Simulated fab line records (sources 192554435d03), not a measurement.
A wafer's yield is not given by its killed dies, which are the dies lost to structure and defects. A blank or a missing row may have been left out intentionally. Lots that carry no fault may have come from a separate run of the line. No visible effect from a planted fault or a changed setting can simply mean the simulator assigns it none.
Comparing a struck lot with a sound one | flow n5-finfet | 17 out of 1938 route steps
Sound: wafers L106.1, L106.2, L106.6. Struck: wafer L990.1; the same lot's L990.2 was not struck, so it is left out; see the end for the cause.
For every step that has rows: the tool of each side, followed by ch and its chambers, followed by its first start. Under that, the readings that differ: sound wafers | struck wafers | difference of the means | sigmas: that difference in standard deviations of wafers without a fault.
alike: words and numbers the same on both sides, and readings whose means are apart by under 2 such deviations; not compared: readings that were withheld, readings missing a value for some wafer, numbers with overlapping values and no deviation given by the record, and bounds like >300 which may hide the same value.
Wherever a step has rows on one side only, a row that says differs or no value, or a row with sigmas, the two part there. Numbers that have no deviation but don't overlap get no sigmas and don't part them. Lack of a reading on every wafer of one side parts them only where that side has two or more wafers.

first, 11 steps without rows for these wafers: N5_BEOL_M3_DESCUM_33 (chemistry O2, time 7 s); N5_BEOL_M3_ETCH_77 (etches underlayer in N2/H2, target depth 6.5 nm, time 5.2 s); N5_BEOL_M3_ETCH_69 (etches SiARC in CF4, target depth 15.6 nm, time 26 s); N5_BEOL_M3_ALD_98 (deposits SiO2, target thk 2.5 nm, pulse time 1 s, co reactant pulse time 1 s); N5_BEOL_M3_ETCHBACK_99 (etches SiO2 in CHF3, target depth 5 nm, time 10.4 s); N5_BEOL_M3_ETCH_70 (etches SOC in N2/H2, target depth 80 nm, overetch 16 nm, time 120 s); N5_BEOL_M3_STRIP_71 (strips in N2/H2); N5_BEOL_M3_STRIP_78 (strips in N2/H2); N5_BEOL_M3_VIA_ETCH_34 (etches the open film in C4F6/O2, target depth 69.4 nm, time 65.9 s); N5_BEOL_M3_STRIP_83 (strips in C4F6/O2); N5_BEOL_M3_STRIP_36 (strips in N2/H2).
N5_BEOL_M3_TRENCH_ETCH_37: etches SiOC in C4F6/O2, target depth 55.555 nm, time 29.2 s.
  sound on rie-diel-03 ch 1,2,3, day 13 07:17; struck on rie-diel-06 ch 2, day 8 14:06
  reading                                    | sound             | struck | difference | sigmas
  mfc-ar-sccm (sccm)                         | 298.7 302.2 300.7 | 297.8  | -2.7       | -3
  run-length-s (s)                           | 52.7 52.6 52.6    | 41.7   | -10.9      | -26
  model.etch.depth-nm (nm)                   | 55.89 56.35 53.32 | 35.14  | -20.05     |
  model.BEOL_M3.feature-depth-nm (nm)        | 55.8 56.4 53.4    | 35.2   | -20.0      |
  model.TiN_of_BEOL_M3_HM_DEP_02.thk-nm (nm) | 17.8 18 18.4      | 18.8   | +0.7       |
  alike: drypump-motor-current-A, oes_o_777_au, oes-product-au, rf-vpp-V, showerhead-plenum-p-Torr, throttle-valve-pct
  not compared: rf-hours-counter-h
then, 2 steps without rows for these wafers: N5_BEOL_M3_ETCH_41 (etches SiCN in CH3F/O2, target depth 29.9 nm, time 52.5 s); N5_BEOL_M3_STRIP_97 (strips in N2/H2, time 10 s).
N5_BEOL_M3_OCD_MEAS_38:
  sound on ocd-02 at day 13 07:26; struck on ocd-02 at day 8 14:15
  reading              | sound          | struck | difference | sigmas
  trench-depth-nm (nm) | 55.2 56.2 53.3 | 35.7   | -19.2      | -19
then, 1 step without rows for these wafers: N5_BEOL_M3_HM_STRIP_39 (strips TiN in peroxide tin strip, target depth 25 nm, time 158 s).
N5_BEOL_M4_RC_MEAS_101:
  sound on prober-02 ch 0, day 13 20:56; struck on prober-02 ch 0, day 9 06:02
  alike: DIBL_N, DIBL_P, IOFF_N, IOFF_P, ION_N, ION_P, SS_N, SS_P, VT_N, VT_P

## WHERE THEY PART
First at N5_BEOL_M3_TRENCH_ETCH_37; last, within this record, at N5_BEOL_M3_OCD_MEAS_38. Later steps at which nothing parts them and some readings are alike: N5_BEOL_M4_RC_MEAS_101.

WHY: whatever the simulator had introduced
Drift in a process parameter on rie-diel-06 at N5_BEOL_M3_TRENCH_ETCH_37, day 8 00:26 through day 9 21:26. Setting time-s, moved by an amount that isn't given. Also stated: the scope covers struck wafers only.
